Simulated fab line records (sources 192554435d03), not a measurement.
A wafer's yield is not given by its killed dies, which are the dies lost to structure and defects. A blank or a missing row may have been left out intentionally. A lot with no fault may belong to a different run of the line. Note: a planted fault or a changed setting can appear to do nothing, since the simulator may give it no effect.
What tool caused it? ; flow n5 finfet ; 11 lots, 31 wafers sampled, at 3 steps of a route of 1938

== WHAT THE GAUGES SHOWED, per wafer ==
N5_BEOL_M11_CD_MEAS_18: pitch 140 nm, target cd 70 nm. Usual: cd nm at 70.2 nm, with a standard deviation of 0.55.
lot;measured;on;cd nm (nm);flag
L583;day 10 05:38;cd sem-03;71.4 70.1 70.3;
L584;day 10 14:36;cd sem-02;70.6 70.3 70.3;
L586;day 11 12:30;cd sem-03;70.5 70.7 70.0;
L591;day 13 01:20;cd sem-03;68.8 69.2 69.5;
L593;day 13 08:15;cd sem-02;69.7 70.3 70.9;
L592;day 13 11:01;cd sem-02;71.7 70.4 71.1;
L595;day 13 16:35;cd sem-03;69.7 70.9 69.8;
L599;day 15 00:50;cd sem-02;69.5 70.8 70.3;
L603;day 15 18:29;cd sem-02;70.4 71.0;
L601;day 16 01:10;cd sem-02;69.7 70.2;
L604;day 16 21:47;cd sem-02;69.7 70.4 69.8;

N5_BEOL_M11_CD_MEAS_28: the cd target is 70 nm. Usual: cd nm at 70.8 nm, with a standard deviation of 1.1.
lot;measured;on;cd nm (nm);flag
L583;day 10 06:04;cd sem-02;71.3 69.2 69.1;
L584;day 10 18:35;cd sem-01;70.3 70.4 71.3;
L586;day 11 15:50;cd sem-02;68.1 69.5 68.9;
L591;day 13 01:40;cd sem-03;72.0 71.2 71.1;
L593;day 13 09:20;cd sem-02;69.5 71.3 70.4;
L592;day 13 11:26;cd sem-03;68.2 68.8 68.9;
L595;day 13 17:55;cd sem-02;70.7 70.7 70.3;
L599;day 15 04:53;cd sem-03;70.9 71.3 71.1;
L603;day 15 20:24;cd sem-03;71.0 69.7;
L601;day 16 02:13;cd sem-03;70.5 70.6;
L604;day 16 22:07;cd sem-01;71.4 70.9 70.5;

== WHICH TOOL RAN EACH LOT (tool, then ch and the chambers of the sampled wafers, then the start) ==
lot;N5_BEOL_M11_DESCUM_16
L583;rie diel-05 ch 0,1,2, day 10 04:59
L584;rie diel-02 ch 0,3, day 10 14:09
L586;rie diel-05 ch 1,2,3, day 11 12:02
L591;rie diel-02 ch 0,1,3, day 13 00:47
L593;rie diel-04 ch 0,1,2, day 13 07:48
L592;rie diel-04 ch 1,3, day 13 10:34
L595;rie diel-02 ch 1,3, day 13 16:08
L599;rie diel-02 ch 1,3, day 15 00:22
L603;rie diel-04 ch 3, day 15 18:02
L601;rie diel-05 ch 1,2, day 16 00:43
L604;rie diel-04 ch 0,1,2, day 16 21:20
- N5_BEOL_M11_DESCUM_16: chemistry O2, time 7.9 s.

== AS READ BY THE TOOLS THEMSELVES (means over the sampled wafers that have a number; for cases with no such wafer, the mark the record gives instead) ==
N5_BEOL_M11_DESCUM_16. Usual: drypump motor current A 5.9 A, standard deviation 0.56; o2 flow sccm 224.9 sccm, standard deviation 0.63; oes product au 0.84 a.u., standard deviation 0.085; rf vpp V 243.4 V, standard deviation 1.4; showerhead plenum p Torr 2.10 Torr, standard deviation 0.07; throttle valve pct 20.37 %, standard deviation 0.23.
lot;tool;drypump motor current A (A);o2 flow sccm (sccm);oes product au (a.u.);rf vpp V (V);showerhead plenum p Torr (Torr);throttle valve pct (%);flag
L583;rie diel-05;5.8;225.2;0.78;242.9;2.08;20.38;
L584;rie diel-02;5.5;224.6;0.92;243.7;2.17;20.21;
L586;rie diel-05;6.1;224.6;0.79;241.5;2.02;20.40;
L591;rie diel-02;5.9;225.0;0.86;243.1;2.11;20.31;
L593;rie diel-04;5.5;224.5;0.94;243.7;2.14;20.17;
L592;rie diel-04;5.4;224.8;0.89;245.0;2.17;20.04;
L595;rie diel-02;6.4;224.8;0.79;243.1;2.06;20.44;
L599;rie diel-02;6.4;224.2;0.78;242.1;2.06;20.46;
L603;rie diel-04;5.5;225.0;0.85;245.1;2.24;20.26;
L601;rie diel-05;6.0;224.9;0.77;242.1;2.02;20.46;
L604;rie diel-04;5.5;225.0;0.88;243.5;2.13;20.22;

== THE ANSWER, worked out from the rows above alone ==
Rule: take the mean of a lot's wafers that have a number; if it is more than 3 standard deviations from the usual mean, the lot is off. Also off: a lot with no number at a reading for which 4 or more lots have one. The other lots that the step has rows for count as sound. First the gauges in route order, then the tools' own readings, where a lot's mean is used as printed above. The first step at which some lot is off is used, and at that step the reading that is off furthest; a lot without a number counts as furthest.
No lot is off at any reading shown: from this, nothing can be told.

== WHAT WAS PUT IN BY THE SIMULATOR ==
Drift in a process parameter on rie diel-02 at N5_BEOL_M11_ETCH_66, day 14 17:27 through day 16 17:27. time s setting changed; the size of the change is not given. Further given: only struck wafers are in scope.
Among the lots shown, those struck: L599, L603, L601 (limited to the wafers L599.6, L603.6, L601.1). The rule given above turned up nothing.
